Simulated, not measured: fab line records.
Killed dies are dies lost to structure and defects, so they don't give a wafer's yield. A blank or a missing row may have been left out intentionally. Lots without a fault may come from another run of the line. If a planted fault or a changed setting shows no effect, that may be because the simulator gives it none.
Split-lot trial -- flow n5Finfet -- 21 wafers read from 7 lots, route of 1938 steps

== THE SPLIT ITSELF ==
At N5_BEOL_M0_SAQP_PECVD_03 (deposits SiCN from 3MS/NH3, target thk 12 nm, time 21.1 s), the setting timeS was moved away from the recipe's 21.1 s on 6 of the 21 wafers read, by -13.3% to +12.2%. The other wafers ran this setting at the recipe's value.

== FROM THE SPLIT TO THE READING: what the file shows between them, 13 steps ==
- N5_BEOL_M0_SAQP_COAT_08: resist thk 90 nm (also split here: spinRpm)
- N5_BEOL_M0_SAQP_EBR_10
- N5_BEOL_M0_SAQP_SOFTBAKE_09: time 60 s
- N5_BEOL_M0_SAQP_EXPOSE_11: exposes mask M0 CORE, target cd 42 nm
- N5_BEOL_M0_SAQP_PEB_12: peb time 60 s
- N5_BEOL_M0_SAQP_DEVELOP_13: develop time 30 s
- N5_BEOL_M0_SAQP_SPACER1_ALD_98: deposits SiO2, target thk 12.8 nm, pulse time 1 s, purge time 2 s (also split here: aldCycles)
- N5_BEOL_M0_SAQP_SPACER1_ETCHBACK_99: etches SiO2 in CHF3/O2, target depth 15.4 nm, time 7.7 s
- N5_BEOL_M0_SAQP_MANDREL1_REMOVE_100: chemistry HBr/Cl2/O2, target a-Si, stops on SiNx, bt time 10 s
- N5_BEOL_M0_SAQP_CD_MEAS_25: target cd 13.1 nm
- N5_BEOL_M0_SAQP_ETCH_101: etches SiNx in CH3F/O2, target depth 29.9 nm, time 42.7 s
- N5_BEOL_M0_SAQP_ETCH_102: etches SiO2 in CF4, target depth 4 nm, time 4.4 s
- N5_BEOL_M0_SAQP_MANDREL_ETCH_103: etches a-Si in HBr/Cl2, stops on SiCN, target depth 45 nm, bt time 10 s, time 27 s

== THE READING ==
SiCN_of_BEOL_M0_SAQP_PECVD_03.thkNm (the simulator's own value, which no gauge read), in nm, at N5_BEOL_M0_SAQP_RECESS_104 (chemistry HF/NH3, target SiO2, target depth 18 nm, afs cycles 3, sublimation time 60 s). The file does not state a usual value for it. The 15 wafers here that ran the recipe average 8.6 nm, standard deviation 0.21 nm.

wafer,"tool, chamber at the split","timeS as run, s",against the recipe,"SiCN_of_BEOL_M0_SAQP_PECVD_03.thkNm, nm",against lot-mates on the recipe
L076.3,"pecvd-03, 0",18.29,-13.3%,7.2,-1.6
L076.4,"pecvd-03, 1",21.1,recipe,9,-
L076.6,"pecvd-03, 0",21.1,recipe,8.6,-
L080.1,"pecvd-01, 2",18.38,-12.9%,7.2,-1.5
L080.3,"pecvd-01, 0",21.1,recipe,8.6,-
L080.5,"pecvd-01, 1",21.1,recipe,8.8,-
L081.1,"pecvd-03, 2",21.1,recipe,8.2,-
L081.2,"pecvd-03, 1",21.1,recipe,8.4,-
L081.4,"pecvd-03, 1",21.1,recipe,9,-
L084.2,"pecvd-01, 1,2,1",21.1,recipe,8.6,-
L084.3,"pecvd-01, 1,2,1",21.1,recipe,8.6,-
L084.4,"pecvd-01, 1,2,1",21.1,recipe,8.6,-
L085.1,"pecvd-02, 2",23.67,+12.2%,10,+1.6
L085.2,"pecvd-02, 1",23.67,+12.2%,9.6,+1.2
L085.4,"pecvd-02, 1",21.1,recipe,8.4,-
L093.2,"pecvd-03, 0",21.1,recipe,8.6,-
L093.3,"pecvd-03, 1",19.12,-9.4%,7.6,-1.0
L093.5,"pecvd-03, 0",19.12,-9.4%,7.4,-1.2
L095.1,"pecvd-01, 1",21.1,recipe,8.4,-
L095.2,"pecvd-01, 2",21.1,recipe,8.6,-
L095.5,"pecvd-01, 1",21.1,recipe,8.6,-
The file does not say which wafer passed through which chamber wherever a row lists several chambers: such a row stands for several wafers.

THE FIT
A straight line over all 21 wafers: SiCN_of_BEOL_M0_SAQP_PECVD_03.thkNm changes by +0.106 nm for each +1% of timeS; r = +0.96; the points scatter about the line by 0.2 nm.
The same after taking each lot's own level away (the mean of its wafers on the recipe; 21 wafers): +0.117 nm for each +1%; r = +0.97; scatter 0.17 nm.
Per that fit: largest timeS move, reading shift of 1.6 nm.
The span of the lots' own levels, 8.40 to 8.80 nm, comes to 1.9 times the standard deviation stated above.
Hence the lot-to-lot level has little effect on the slope; both slopes agree.
Check: for one of the wafers moved furthest among these (-13.3%), held out of the fit, the line's prediction against its lot-mates is -1.55 nm. Against them it came out at -1.6 nm.

== OTHER SPLITS APPLIED TO THESE WAFERS ==
Before the reading, these wafers also passed through other splits. Each is held against what the fit with the lots' levels taken away leaves over:
other split on the same wafers,wafers away from the commonest value,r with SiCN_of_BEOL_M0_SAQP_PECVD_03.thkNm (lot level and that fit taken away)
N5_HKMG_FIN_DEVELOP_48 developTimeS,4,-0.06
N5_GATE_CUT_ETCH_58 timeS,3,-0.19
N5_GATE_CUT_CUT_ETCH_53 icpW,6,+0.07
N5_GATE_CUT_CMP_23 downForcePsi,8,-0.06
N5_MOL_CONTACT_COAG_ALD_131 aldCycles,9,-0.09
N5_BEOL_M0_SAQP_COAT_08 spinRpm,7,+0.03
N5_BEOL_M0_SAQP_SPACER1_ALD_98 aldCycles,6,+0.03

== THE WHOLE CHAIN: every reading that the file lists as answering this split, in the file's order ==
step,what it does,reading,change (the file's fit),r (the file's)
N5_BEOL_M0_SAQP_PECVD_03,"deposits SiCN from 3MS/NH3, target thk 12 nm, time 21.1 s","SiCN_of_BEOL_M0_SAQP_PECVD_03.thkNm (the simulator's own value, which no gauge read)",+0.113 nm for each +1% of the setting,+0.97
N5_BEOL_M0_SAQP_RECESS_104,"chemistry HF/NH3, target SiO2, target depth 18 nm, afs cycles 3, sublimation time 60 s","SiCN_of_BEOL_M0_SAQP_PECVD_03.thkNm (the simulator's own value, which no gauge read)",+0.117 nm for each +1% of the setting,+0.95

== THE FILE'S OWN FIT ==
SiCN_of_BEOL_M0_SAQP_PECVD_03.thkNm changes by +0.117 nm for each +1% of timeS, r = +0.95.
